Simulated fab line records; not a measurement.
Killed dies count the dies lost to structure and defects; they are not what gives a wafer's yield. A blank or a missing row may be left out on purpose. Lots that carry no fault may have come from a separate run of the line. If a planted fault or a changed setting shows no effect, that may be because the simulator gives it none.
Chamber matching	flow n5_finfet	N5_PMOS_HMC_CHANNEL_EPI_STRIP_33 on rie_diel-06 has 4 sister chambers
The step strips in N2/H2. 4 wafers are shown with their chamber, then 12 later ones without.

## WAFERS WITH THEIR CHAMBER
wafer	chamber	showerhead_plenum_p_Torr (Torr)
L082.1	1	3.50
L087.1	2	3.55
L087.3	3	3.45
L087.5	0	3.35

## WAFERS WITHOUT THEIR CHAMBER
wafer	showerhead_plenum_p_Torr (Torr)
L088.1	3.35
L088.2	3.44
L088.4	3.50
L093.1	3.35
L093.4	3.55
L093.5	3.35
L094.4	3.35
L094.5	3.44
L094.6	3.35
L097.1	3.54
L097.2	3.44
L097.6	3.44

## THE CHAMBER EACH PASSED THROUGH
wafer	from the rows above	in truth
L088.1	0	0
L088.2	3	3
L088.4	1	1
L093.1	0	0
L093.4	2	2
L093.5	0	0
L094.4	0	0
L094.5	3	3
L094.6	0	0
L097.1	2	2
L097.2	3	3
L097.6	3	3
Correctly placed: 12 of 12. From these rows, 0 cannot be placed. Wrongly placed: 0.
How it was worked out, from the rows above alone: a wafer's distance from a chamber is the root of the sum, over the readings, of the square of ((its reading less the chamber's mean) divided by the reading's scatter). The wafer belongs to the nearest chamber; if the next one is less than 2 further off, it can't be placed. The mean given for a chamber averages the wafers shown for that chamber. The scatter: with one shown wafer a chamber, the root of the mean of the squares of how far each hidden wafer lies from its nearest shown one.
